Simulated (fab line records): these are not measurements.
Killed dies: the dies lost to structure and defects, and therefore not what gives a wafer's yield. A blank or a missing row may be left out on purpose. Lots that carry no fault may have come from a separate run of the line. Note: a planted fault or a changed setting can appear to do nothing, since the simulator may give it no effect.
fab line records | flow n5-finfet
[record] lots = 4 wafers = 12 last-day = 17
route steps=1938 shown BEOL_M4@1099 BEOL_M5@1112 BEOL_M11@1558 PASSIVATION@1936
lots untouched by any fault: they come from a run of this same line in which no faults occurred
start-h: the number of hours between the record's first day and the start of the first shown wafer of the lot | wait-h: hours from the lot's prior step to this one | " the same as in the row above | L1.1+2: a single row standing in for several wafers | - value missing, or start not given | * or withheld: withheld | < > ~ a bound
route shown NAME@n: a module of which the file shows steps, and the number in the route of the first | usual: average and standard deviation across the fault-free wafers | same: alike in all rows | chamber/n: place in a boat | sites: each site's reading | _std_site: their standard deviation | _edge_site: inner sites' mean taken away from outer sites' mean | radius-mm: how far each site lies from the wafer's centre | mask NAME#n: copy n | behind: the last tool/chamber to shape the wafer | hold: what put the lot on hold/how long, in hours/how the hold closed | device: which transistor (n, p or np) failed to switch | end of line: the tests these same wafers got at the end of their route | a step without rows: its recipe alone | killed: at the first sort, the dies lost to defects and structure; wafer yield is something else | map: shows each die of a wafer: x if killed, . if not, _ if none is there
set.NAME: the setting that was run; set.NAME@STEP: the one run at that earlier step | model.NAME: the simulator's own value behind a step, which no gauge read
lots at selected steps of the route; one table per step, one row per wafer
services: a tool's chamber out of use, with start hour (start-h, from the record's first day; less than 0 if before it), hours out, and reason
[[steps]]
[step N5_BEOL_M4_ANNEAL_95]
[recipe] temp-c = 400 time-s = 240 ambient = vacuum
[step N5_BEOL_M4_SPUTTER_96]
[recipe] material = Cu target-thk-a = 45 temp-c = -20 chamber-pressure-pa = 0.07 power-w = withheld time-s = 8.29
[step N5_BEOL_M4_ECD_50]
[recipe] material = Cu target-thk-a = 3000
[step N5_BEOL_M4_ANNEAL_51]
[recipe] temp-c = 225 time-s = 90 ambient = N2
[step N5_BEOL_M4_CMP_52]
[recipe] stop-on = SiOC t-overpolish-s = 6.8 down-force-psi = 1 platen-rpm = 50 clearing-platen-down-force-psi = 1.5 clearing-platen-rpm = 50 post-cmp-clean = cu-alkaline target-thk-nm = 40 clearing-platen-pad-velocity-m-s = 0.99484 pad-velocity-m-s = 0.99484
[step N5_BEOL_M4_PRE_CLEAN_60]
[recipe] gas = NH3/H2 time-s = 15 temp-c = * rf-power-w = 300
[step N5_BEOL_M4_CO_CAP_55]
[recipe] material = Co target-thk-a = 20 temp-c = 200 precursor = CCTBA/H2 pressure-torr = 30 time-s = 102.1
[step N5_BEOL_M4_PRE_CLEAN_56]
[recipe] gas = NH3 time-s = 15 temp-c = withheld rf-power-w = 300
[step N5_BEOL_M4_DEP_57]
[recipe] material = SiCN target-thk-a = 80 temp-c = withheld precursor = 3MS/NH3 pressure-torr = 3 rf-w = 202 time-s = 14
[step N5_BEOL_M4_RC_MEAS_101]
[usual] DIBL_N = 36.3/1.7 DIBL_P = 36.5/1.8 IOFF_N = 0.16/0.033 IOFF_P = 0.21/0.037 ION_N = 675/11 ION_P = 462/7.9 SS_N = 71.6/0.64 SS_P = 73.3/0.68 VT_N = 249/3.3 VT_P = -250/3.3
// columns lot.wafer tool chamber start-h wait-h DIBL_N[mV/V] DIBL_P[mV/V] IOFF_N[nA/um] IOFF_P[nA/um] ION_N[uA/um] ION_P[uA/um] SS_N[mV/dec] SS_P[mV/dec] VT_N[mV] VT_P[mV]
L450.2 prober-02 0 251.13 0.2 36.7 36.9 0.17 0.20 680 464 71.4 73.0 250 -250
L450.4 " 0 " " 39.5 39.9 0.22 0.26 672 463 73.9 74.1 250 -247
L450.6 " 0 " " 37.2 36.5 0.16 0.20 670 456 71.7 73.1 251 -250
L452.1 prober-02 0 256.50 0.0 36.5 35.7 0.17 0.23 677 470 71.7 73.0 246 -245
L452.4 " 0 " " 38.0 37.2 0.19 0.25 681 467 72.5 73.4 251 -249
L452.6 " 0 " " 37.7 36.5 0.18 0.24 668 461 71.5 73.6 248 -246
L455.3 prober-02 0 270.60 0.3 35.3 37.0 0.18 0.20 682 466 71.7 73.1 244 -251
L455.4 " 0 " " 37.3 39.7 0.21 0.24 679 456 71.7 73.4 247 -249
L455.6 " 0 " " 36.0 37.4 0.18 0.21 665 454 71.7 74.5 246 -249
L460.2 prober-01 0 298.25 0.2 32.8 33.7 0.12 0.16 669 457 70.7 73.0 256 -253
L460.4 " 0 " " 34.1 35.2 0.14 0.18 660 457 71.2 72.9 252 -253
L460.6 " 0 " " 35.7 36.5 0.15 0.19 671 453 71.1 73.8 251 -254
[step N5_BEOL_M5_ILD_DEP_00]
[recipe] material = SiCOH_lowk target-thk-a = 1406.4 temp-c = 300 precursor = DEMS/porogen pressure-torr = 5 rf-w = 500 time-s = 25.9
[step N5_BEOL_M5_CURE_79]
[recipe] temp-c = 385 time-s = 240 ambient = He/Ar material = SiCOH_lowk
[step N5_BEOL_M5_PECVD_70]
[recipe] material = SiO2 target-thk-a = 160 temp-c = 400 precursor = TEOS/O2 pressure-torr = 5.5 rf-w = 450 teos-flow-sccm = 53.8 gas = O2 flow-sccm = 3000 time-s = 18
[step N5_BEOL_M5_HM_DEP_02]
[recipe] material = TiN target-thk-a = 200 temp-c = 25 chamber-pressure-pa = 0.49996
[step N5_BEOL_M5_COAT_59]
[recipe] resist = SOC temp-c = 250 time-s = 60 spin-rpm = 1500 resist-thk-nm = 60
[step N5_BEOL_M5_COAT_60]
[recipe] resist = SiARC temp-c = 220 time-s = 60 spin-rpm = 1500 resist-thk-nm = 12
[step N5_BEOL_M5_COAT_71]
[recipe] resist = underlayer temp-c = 205 time-s = 60 spin-rpm = 1500 resist-thk-nm = 5
[step N5_BEOL_M5_COAT_05]
[recipe] resist = CAR-EUV spin-rpm = 1500 resist-thk-nm = 30
[step N5_BEOL_M5_EBR_07]
[recipe] solvent = PGMEA ebr-width-mm = 1.5
[step N5_BEOL_M5_SOFTBAKE_06]
[recipe] temp-c = 110 time-s = 60 resist = CAR-EUV
[step N5_BEOL_M5_EXPOSE_08]
[recipe] mask-id = M5 na = 0.33 source-shape = annular sigma-inner = 0.4 sigma-outer = 0.8 polarization = unpolarized target-cd-nm = 28 dose-mj = 35.75
[step N5_BEOL_M5_PEB_09]
[recipe] peb-temp-c = 100 peb-time-s = 60 resist = CAR-EUV
[step N5_BEOL_M5_DEVELOP_10]
[recipe] develop-time-s = 30 developer = TMAH resist = CAR-EUV rinse-liquid = surfactant-rinse dry = air-spin dev-temp-c = 23
[step N5_BEOL_M5_DESCUM_16]
[recipe] chemistry = O2 time-s = 7 source-power-w = 50 bias-power-w = 20 pressure-mtorr = 20 rf-frequency-hz = 2.712e+07 temp-c = 40 resist = CAR-EUV o2-flow-sccm = 225
[step N5_BEOL_M5_ETCH_72]
[recipe] chemistry = N2/H2 target = underlayer target-depth-a = 65 mask-material = CAR-EUV time-s = 5.2 ion-energy-ev = 200 pressure-mtorr = 30 source-w = 840 bias-w = 150 n2-flow-sccm = 200 h2-flow-sccm = 200 ends = cleared
[step N5_BEOL_M5_ETCH_61]
[recipe] chemistry = CF4 target = SiARC target-depth-a = 156 mask-material = CAR-EUV time-s = 26 ion-energy-ev = 80 pressure-mtorr = 40 source-w = 545 bias-w = 36 Ar_flow_sccm = 100 cf4-flow-sccm = 100 ends = cleared
[step N5_BEOL_M5_ETCH_62]
[recipe] chemistry = N2/H2 target = SOC target-depth-a = 750 overetch-a = 150 mask-material = SiARC temp-c = 40 time-s = 112.5 ion-energy-ev = 200 pressure-mtorr = 30 source-w = 840 bias-w = 150 n2-flow-sccm = 200 h2-flow-sccm = 200
[step N5_BEOL_M5_STRIP_63]
[recipe] chemistry = N2/H2 temp-c = 40 n2-flow-sccm = 200 h2-flow-sccm = 200 rf-frequency-hz = 6e+07
[step N5_BEOL_M5_STRIP_73]
[recipe] chemistry = N2/H2 temp-c = 40 n2-flow-sccm = 200 h2-flow-sccm = 200 rf-frequency-hz = 6e+07
[step N5_BEOL_M5_STRIP_64]
[recipe] chemistry = CF4 resist = SiARC power-w = 300 bias-power-w = 75 pressure-mtorr = 50 cf4-flow-sccm = 150 rf-frequency-hz = 6e+07
[step N5_BEOL_M5_HM_OPEN_17]
[recipe] chemistry = Cl2/BCl3 target-depth-a = 200 overetch-a = 60 target = TiN mask-material = SOC ion-energy-ev = 150 pressure-mtorr = 10 icp-w = 1000 bias-w = 126 Cl2_flow_sccm = 53.25 bcl3-flow-sccm = 21.75 Ar_flow_sccm = 25
[step N5_BEOL_M5_STRIP_19]
[recipe] chemistry = O2 power-w = 400 temp-c = 40 pressure-mtorr = 30 rf-frequency-hz = 6e+07 bias-power-w = 0 overash-fraction = 0.2 o2-flow-sccm = 225
[step N5_BEOL_M5_COAT_65]
[recipe] resist = SOC temp-c = 250 time-s = 60 spin-rpm = 1500 resist-thk-nm = 60
[step N5_BEOL_M5_COAT_66]
[recipe] resist = SiARC temp-c = 220 time-s = 60 spin-rpm = 1500 resist-thk-nm = 12
[step N5_BEOL_M11_STRIP_19]
[recipe] chemistry = O2 power-w = 400 temp-c = 40 pressure-mtorr = 30 rf-frequency-hz = 6e+07 bias-power-w = 0 overash-fraction = 0.2 o2-flow-sccm = 225
[usual] bias-power-w = 0/0 chamber-pressure-mTorr = 30.00/0.037 drypump-motor-current-A = 5.7/0.42 oes-product-au = 0.76/0.088 rf-vpp-V = 3.6/0.6 showerhead-plenum-p-Torr = 2.08/0.062 throttle-valve-pct = 16.75/0.28
// columns lot.wafer tool chamber start-h wait-h bias-power-w chamber-pressure-mTorr drypump-motor-current-A oes-product-au rf-hours-counter-h rf-vpp-V showerhead-plenum-p-Torr throttle-valve-pct model.SOC_of_BEOL_M11_COAT_59.thk-nm
L450.2 rie-diel-05 0 310.41 0.1 - - - - - - - - 91.8
L450.4 " 1 " " - - - - - - - - 91.8
L450.6 " 2 " " - - - - - - - - 92.2
L452.1 rie-diel-04 3 321.58 0.1 - - - - - - - - 91.8
L452.4 " 0 " " - - - - - - - - 92
L452.6 " 0 " " - - - - - - - - 91.6
L455.3 rie-diel-04 1 330.90 0.1 0 29.99 5.2 0.83 78 2.8 2.12 16.72 0
L455.4 " 3 " " 0 29.94 5.3 0.90 30 3.9 2.07 16.17 0
L455.6 " 1 " " 0 30.03 5.2 0.83 - 3.2 2.12 16.72 0
L460.2 rie-diel-02 0 360.93 0.1 0 29.96 5.7 0.69 262 3.3 2.06 17.03 0
L460.4 " 1 " " 0 30.05 6.0 0.72 175 4.0 2.01 17.13 0
L460.6 " 1 " " 0 30.03 6.0 0.71 - 2.9 2.01 17.11 0
[step N5_BEOL_M11_ETCH_66]
[recipe] chemistry = N2/H2 target = SOC target-depth-a = 1200 overetch-a = 240 mask-material = SiARC temp-c = 40 time-s = 180 ion-energy-ev = 200 pressure-mtorr = 30 source-w = 840 bias-w = 150 n2-flow-sccm = 200 h2-flow-sccm = 200
[usual] drypump-motor-current-A = 5.8/0.43 oes-product-au = 0.62/0.065 rf-vpp-V = 523.5/2.1 showerhead-plenum-p-Torr = 2.53/0.076 throttle-valve-pct = 17.83/0.29
// columns lot.wafer tool chamber start-h wait-h drypump-motor-current-A oes-product-au rf-hours-counter-h rf-vpp-V showerhead-plenum-p-Torr throttle-valve-pct model.etch.depth-nm
L450.2 rie-diel-04 3 312.45 0.0 5.2 0.93 24 521.9 2.48 17.14 148.2
L450.4 " 3 " " 5.2 0.93 - 521.6 2.48 17.17 148.2
L450.6 " 1 " " 5.2 0.81 - 524.3 2.58 17.82 137.5
L452.1 rie-diel-05 2 322.56 0.0 5.3 0.68 235 526.3 2.63 17.87 141.6
L452.4 " 3 " " 6.1 0.75 145 521.2 2.42 17.65 144.9
L452.6 " 1 " " 6.3 0.94 - 524.9 2.61 17.42 144.2
L455.3 rie-diel-05 2 331.69 0.0 5.3 0.56 237 527.4 2.63 17.85 100.2
L455.4 " 3 " " 6.1 0.60 148 520.6 2.42 17.64 100.3
L455.6 " 3 " " 6.1 0.60 - 519.9 2.42 17.63 100.3
L460.2 rie-diel-05 2 362.42 0.0 5.3 0.55 247 525.6 2.62 17.88 100.2
L460.4 " 0 " " 6.1 0.62 126 522.9 2.54 17.96 100.4
L460.6 " 2 " " 5.3 0.55 - 524.6 2.62 17.86 100.2
[step N5_BEOL_M11_VIA_ETCH_34]
[recipe] chemistry = C4F6/O2 target = SiCOH_lowk target-depth-a = 1845 mask-material = SOC taper-deg = 4 time-s = 69.2 ion-energy-ev = 250 pressure-mtorr = 30 source-w = 345 bias-w = 185 Ar_flow_sccm = 300 C4F6_flow_sccm = 10 O2_flow_sccm = 10
[usual] drypump-motor-current-A = 5.8/0.43 oes_o_777_au = 0.76/0.086 oes-product-au = 0.76/0.086 rf-vpp-V = 664/9.6 showerhead-plenum-p-Torr = 2.84/0.073 throttle-valve-pct = 20.97/0.26
// columns lot.wafer tool chamber start-h wait-h drypump-motor-current-A oes_o_777_au oes-product-au rf-hours-counter-h rf-vpp-V showerhead-plenum-p-Torr throttle-valve-pct
L450.2 rie-diel-04 3 312.57 0.0 5.3 0.94 0.34 24 672 2.81 20.24
L450.4 " 3 " " 5.3 0.94 0.35 - 673 2.81 20.23
L450.6 " 1 " " 5.2 0.82 0.31 - 677 2.90 20.84
L452.1 rie-diel-05 2 322.69 0.0 5.4 0.70 0.26 235 650 2.92 20.67
L452.4 " 3 " " 6.1 0.76 0.28 145 657 2.74 20.79
L452.6 " 1 " " 6.3 0.94 0.35 - 646 2.92 20.31
L455.3 rie-diel-05 2 331.81 0.0 5.3 0.70 0.67 238 650 2.92 20.83
L455.4 " 3 " " 6.1 0.75 0.75 148 658 2.74 20.95
L455.6 " 3 " " 6.1 0.75 0.74 - 656 2.74 20.96
L460.2 rie-diel-05 2 362.55 0.0 5.3 0.70 0.67 247 649 2.92 20.85
L460.4 " 0 " " 6.1 0.79 0.77 126 666 2.84 21.07
L460.6 " 2 " " 5.3 0.69 0.67 - 650 2.92 20.84
[step N5_PASSIVATION_PROBE_49]
[usual] defect-limited-yield = 91.3/1.5 killed_at_M0_to_M3 = 34/9.4 killed_at_M4_up = 13/5.3 killed-at-contacts = 13/5.7 killed-at-front-end = 40/10 killed-at-other = 3.7/2.8 killed-dies = 103/17 killed-on-rim = 13/4.2 killed-open = 67/13 killed-short = 35/8.5 sort_bin_5_function = 5.0/0.98 sort_bin_6_memory = 3.3/0.7 sort-n-pass = 1077/17 sort-yield-pct = 91.3/1.5
[same] gross-dies = 1180 killed-at-back-side = 0 sort_bin_4_leakage[%] = 0 sort_bin_8_speed[%] = 0
// columns lot.wafer tool chamber start-h wait-h defect-limited-yield[%] killed_at_M0_to_M3 killed_at_M4_up killed-at-contacts killed-at-front-end killed-at-other killed-dies killed-on-rim killed-open killed-short sort_bin_5_function[%] sort_bin_6_memory[%] sort-n-pass sort-yield-pct[%]
L450.2 prober-01 - 355.57 0.1 0 23 1097 10 46 4 1180 152 59 36 96.6 3.1 0 0
L450.4 prober-01 - 355.67 0.2 0 37 1089 6 45 3 1180 152 69 31 97.0 2.5 0 0
L450.6 prober-01 - 355.77 0.3 0 24 1083 8 63 2 1180 152 78 28 96.8 2.9 0 0
L452.1 prober-01 - 365.16 0.0 0 56 1041 13 69 1 1180 152 96 53 94.1 5.3 0 0
L452.4 prober-01 - 365.31 0.2 0 42 1088 10 37 3 1180 152 59 45 96.9 2.7 0 0
L452.6 prober-01 - 365.41 0.3 0 34 1082 9 53 2 1180 152 57 54 95.6 4.1 0 0
// killed by level:class
L450.2 BEOL_M11:area-etch=1083 MOL_CONTACT_COAG:geometric-particle:open=10 FIN_SAQP:geometric-particle:short=9 FIN_SAQP:geometric-particle:open=9 BEOL_M3:geometric-particle:open=7 ILD0:geometric-particle:open=6 ILD0:geometric-particle:short=6 BEOL_M4:geometric-particle:open=6
L450.4 BEOL_M11:area-etch=1079 FIN_SAQP:geometric-particle:open=13 BEOL_M0_SAQP:geometric-particle:open=9 BEOL_M3:geometric-particle:open=7 BEOL_M0_SAQP:geometric-particle:short=6 BEOL_M2:geometric-particle:open=6 FIN_SAQP:geometric-particle:short=5 STI_FIN_REVEAL:geometric-particle:open=5
L450.6 BEOL_M11:area-etch=1074 FIN_SAQP:geometric-particle:open=19 STI_FIN_REVEAL:geometric-particle:open=15 GATE_CUT:geometric-particle:open=8 MOL_CONTACT_COAG:geometric-particle:open=6 BEOL_M3:geometric-particle:open=6 BEOL_M4:geometric-particle:open=6 BEOL_M0_SAQP:geometric-particle:short=5
L452.1 BEOL_M11:area-etch=1030 STI_FIN_REVEAL:geometric-particle:open=21 BEOL_M0_SAQP:geometric-particle:short=21 FIN_SAQP:geometric-particle:open=18 BEOL_M0_SAQP:geometric-particle:open=16 FIN_SAQP:geometric-particle:short=13 MOL_CONTACT_COAG:geometric-particle:open=12 BEOL_M2:geometric-particle:open=5
L452.4 BEOL_M11:area-etch=1076 BEOL_M0_SAQP:geometric-particle:open=13 FIN_SAQP:geometric-particle:short=9 BEOL_M0_SAQP:geometric-particle:short=9 MOL_CONTACT_COAG:geometric-particle:open=7 FIN_SAQP:geometric-particle:open=6 BEOL_M2:geometric-particle:open=6 STI_FIN_REVEAL:geometric-particle:open=5
L452.6 BEOL_M11:area-etch=1069 FIN_SAQP:geometric-particle:short=18 FIN_SAQP:geometric-particle:open=9 STI_FIN_REVEAL:geometric-particle:open=9 BEOL_M4:geometric-particle:short=8 MOL_CONTACT_COAG:geometric-particle:open=7 BEOL_M0_SAQP:geometric-particle:short=6 BEOL_M1:geometric-particle:open=6
// map L450.2 (x killed, . not)
_________________xxxxxxxxxxxx________________
______________xxxxxxxxxxxxxxxxxx_____________
___________xxxxxxxxxxxxxxxxxxxxxxxx__________
__________xxxxxxxxxxxxxxxxxxxxxxxxxx_________
________xxxxxxxxxxxxxxxxxxxxxxxxxxxxxx_______
_______xxxxxxxxxxxxxxxxxxxxxxxxxxxxxxxx______
______xxxxxxxxxxxxxxxxxxxxxxxxxxxxxxxxxx_____
_____xxxxxxxxxxxxxxxxxxxxxxxxxxxxxxxxxxxx____
____xxxxxxxxxxxxxxxxxxxxxxxxxxxxxxxxxxxxxx___
___xxxxxxxxxxxxxxxxxxxxxxxxxxxxxxxxxxxxxxxx__
___xxxxxxxxxxxxxxxxxxxxxxxxxxxxxxxxxxxxxxxx__
__xxxxxxxxxxxxxxxxxxxxxxxxxxxxxxxxxxxxxxxxxx_
__xxxxxxxxxxxxxxxxxxxxxxxxxxxxxxxxxxxxxxxxxx_
_xxxxxxxxxxxxxxxxxxxxxxxxxxxxxxxxxxxxxxxxxxxx
_xxxxxxxxxxxxxxxxxxxxxxxxxxxxxxxxxxxxxxxxxxxx
_xxxxxxxxxxxxxxxxxxxxxxxxxxxxxxxxxxxxxxxxxxxx
_xxxxxxxxxxxxxxxxxxxxxxxxxxxxxxxxxxxxxxxxxxxx
_xxxxxxxxxxxxxxxxxxxxxxxxxxxxxxxxxxxxxxxxxxxx
_xxxxxxxxxxxxxxxxxxxxxxxxxxxxxxxxxxxxxxxxxxxx
_xxxxxxxxxxxxxxxxxxxxxxxxxxxxxxxxxxxxxxxxxxxx
_xxxxxxxxxxxxxxxxxxxxxxxxxxxxxxxxxxxxxxxxxxxx
__xxxxxxxxxxxxxxxxxxxxxxxxxxxxxxxxxxxxxxxxxx_
__xxxxxxxxxxxxxxxxxxxxxxxxxxxxxxxxxxxxxxxxxx_
___xxxxxxxxxxxxxxxxxxxxxxxxxxxxxxxxxxxxxxxx__
___xxxxxxxxxxxxxxxxxxxxxxxxxxxxxxxxxxxxxxxx__
____xxxxxxxxxxxxxxxxxxxxxxxxxxxxxxxxxxxxxx___
_____xxxxxxxxxxxxxxxxxxxxxxxxxxxxxxxxxxxx____
______xxxxxxxxxxxxxxxxxxxxxxxxxxxxxxxxxx_____
_______xxxxxxxxxxxxxxxxxxxxxxxxxxxxxxxx______
________xxxxxxxxxxxxxxxxxxxxxxxxxxxxxx_______
__________xxxxxxxxxxxxxxxxxxxxxxxxxx_________
___________xxxxxxxxxxxxxxxxxxxxxxxx__________
______________xxxxxxxxxxxxxxxxxx_____________
_________________xxxxxxxxxxxx________________
// map L452.1 (x killed, . not)
_________________xxxxxxxxxxxx________________
______________xxxxxxxxxxxxxxxxxx_____________
___________xxxxxxxxxxxxxxxxxxxxxxxx__________
__________xxxxxxxxxxxxxxxxxxxxxxxxxx_________
________xxxxxxxxxxxxxxxxxxxxxxxxxxxxxx_______
_______xxxxxxxxxxxxxxxxxxxxxxxxxxxxxxxx______
______xxxxxxxxxxxxxxxxxxxxxxxxxxxxxxxxxx_____
_____xxxxxxxxxxxxxxxxxxxxxxxxxxxxxxxxxxxx____
____xxxxxxxxxxxxxxxxxxxxxxxxxxxxxxxxxxxxxx___
___xxxxxxxxxxxxxxxxxxxxxxxxxxxxxxxxxxxxxxxx__
___xxxxxxxxxxxxxxxxxxxxxxxxxxxxxxxxxxxxxxxx__
__xxxxxxxxxxxxxxxxxxxxxxxxxxxxxxxxxxxxxxxxxx_
__xxxxxxxxxxxxxxxxxxxxxxxxxxxxxxxxxxxxxxxxxx_
_xxxxxxxxxxxxxxxxxxxxxxxxxxxxxxxxxxxxxxxxxxxx
_xxxxxxxxxxxxxxxxxxxxxxxxxxxxxxxxxxxxxxxxxxxx
_xxxxxxxxxxxxxxxxxxxxxxxxxxxxxxxxxxxxxxxxxxxx
_xxxxxxxxxxxxxxxxxxxxxxxxxxxxxxxxxxxxxxxxxxxx
_xxxxxxxxxxxxxxxxxxxxxxxxxxxxxxxxxxxxxxxxxxxx
_xxxxxxxxxxxxxxxxxxxxxxxxxxxxxxxxxxxxxxxxxxxx
_xxxxxxxxxxxxxxxxxxxxxxxxxxxxxxxxxxxxxxxxxxxx
_xxxxxxxxxxxxxxxxxxxxxxxxxxxxxxxxxxxxxxxxxxxx
__xxxxxxxxxxxxxxxxxxxxxxxxxxxxxxxxxxxxxxxxxx_
__xxxxxxxxxxxxxxxxxxxxxxxxxxxxxxxxxxxxxxxxxx_
___xxxxxxxxxxxxxxxxxxxxxxxxxxxxxxxxxxxxxxxx__
___xxxxxxxxxxxxxxxxxxxxxxxxxxxxxxxxxxxxxxxx__
____xxxxxxxxxxxxxxxxxxxxxxxxxxxxxxxxxxxxxx___
_____xxxxxxxxxxxxxxxxxxxxxxxxxxxxxxxxxxxx____
______xxxxxxxxxxxxxxxxxxxxxxxxxxxxxxxxxx_____
_______xxxxxxxxxxxxxxxxxxxxxxxxxxxxxxxx______
________xxxxxxxxxxxxxxxxxxxxxxxxxxxxxx_______
__________xxxxxxxxxxxxxxxxxxxxxxxxxx_________
___________xxxxxxxxxxxxxxxxxxxxxxxx__________
______________xxxxxxxxxxxxxxxxxx_____________
_________________xxxxxxxxxxxx________________
[[services]]
// columns tool chamber start-h hours kind
rie-diel-02 0 289.38 4.3 repair
rie-diel-02 0 316.61 4.1 repair
rie-diel-02 2 319.89 2.5 repair
rie-diel-02 3 323.57 29.4 repair
rie-diel-02 1 326.74 3.5 repair
rie-diel-04 0 356.87 1.3 repair
[[key]]
[first-sign] step = N5_BEOL_M11_STRIP_19 reading = tool-record direction = missing
[effect] step = N5_BEOL_M11_ETCH_66 reading = oes-product-au direction = up sigmas = 3.4 usual = 0.62 struck = 0.84 wafers-moved = 5
[effect] step = N5_BEOL_M11_VIA_ETCH_34 reading = oes-product-au direction = down sigmas = 5.1 usual = 0.76 struck = 0.31
[effect] step = N5_PASSIVATION_PROBE_49 reading = killed_at_M4_up direction = up sigmas = 99+ usual = 13 struck = 1080
[model-effect] step = N5_BEOL_M11_STRIP_19 value = SOC_of_BEOL_M11_COAT_59.thk-nm without = 0 struck = 91.87
[model-effect] step = N5_BEOL_M11_ETCH_66 value = etch.depth-nm without = 100.1 struck = 144.1
[more-kills-born-at] N5_BEOL_M11_ETCH_66@rie-diel-04 = 3236 N5_BEOL_M11_ETCH_66@rie-diel-05 = 3175
met-at N5_BEOL_M11_STRIP_19
struck-wafers L450.2,L450.4,L450.6,L452.1,L452.4,L452.6
later-rows-left-out L450.2,L450.4,L450.6,L452.1,L452.4,L452.6
[fault] kind = skipped-step-whole tool = rie-diel-04,rie-diel-05 chamber = - onset-h = 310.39 steps = N5_BEOL_M11_STRIP_19 scope = struck-lots-only
// later-rows-left-out: the simulator's readings of these wafers behind a module that went badly wrong aren't trusted and aren't shown, but for the sort
